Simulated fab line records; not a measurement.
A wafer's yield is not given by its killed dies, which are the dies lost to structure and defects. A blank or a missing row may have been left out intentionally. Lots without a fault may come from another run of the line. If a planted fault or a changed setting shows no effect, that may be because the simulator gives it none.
Matching of chambers / flow nand_harc / rie_diel-02 running NHARC_A_STAIRCASE_TRIM_187: 4 sister chambers
The step chemistry O2, time 211.2 s. 4 wafers are shown with their chamber, then 8 later ones without.

WAFERS WITH THEIR CHAMBER
wafer=L079.6; chamber=3; drypump_motor_current_A (A)=5.7
wafer=L088.4; chamber=2; drypump_motor_current_A (A)=5.6
wafer=L088.5; chamber=1; drypump_motor_current_A (A)=5.1
wafer=L091.2; chamber=0; drypump_motor_current_A (A)=6.3

WAFERS WHOSE CHAMBER IS MISSING
wafer=L091.3; drypump_motor_current_A (A)=5.2
wafer=L091.6; drypump_motor_current_A (A)=6.3
wafer=L090.1; drypump_motor_current_A (A)=5.2
wafer=L090.5; drypump_motor_current_A (A)=6.2
wafer=L090.6; drypump_motor_current_A (A)=5.2
wafer=L095.2; drypump_motor_current_A (A)=5.7
wafer=L095.3; drypump_motor_current_A (A)=5.2
wafer=L095.6; drypump_motor_current_A (A)=5.7

WHICH CHAMBER EACH ONE RAN IN
wafer=L091.3; from the rows above=1; in truth=1
wafer=L091.6; from the rows above=0; in truth=0
wafer=L090.1; from the rows above=1; in truth=1
wafer=L090.5; from the rows above=0; in truth=0
wafer=L090.6; from the rows above=1; in truth=1
wafer=L095.2; from the rows above=can't be placed: 3 or 2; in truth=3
wafer=L095.3; from the rows above=1; in truth=1
wafer=L095.6; from the rows above=can't be placed: 3 or 2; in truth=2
Correctly placed: 6 of 8. Cannot be placed on the basis of these rows: 2; the candidates contain the true chamber in 2. Placed wrongly: 0.
How it was worked out, from the rows above alone: a wafer's distance from a chamber is the root of the sum, over the readings, of the square of ((its reading less the chamber's mean) divided by the reading's scatter). If the next closest chamber is less than 2 further off than the closest, the wafer can't be placed; otherwise it belongs to the closest. A chamber's mean is the mean of its shown wafers. The scatter: root of mean squared gap, hidden wafer to nearest shown wafer, with one shown wafer a chamber.
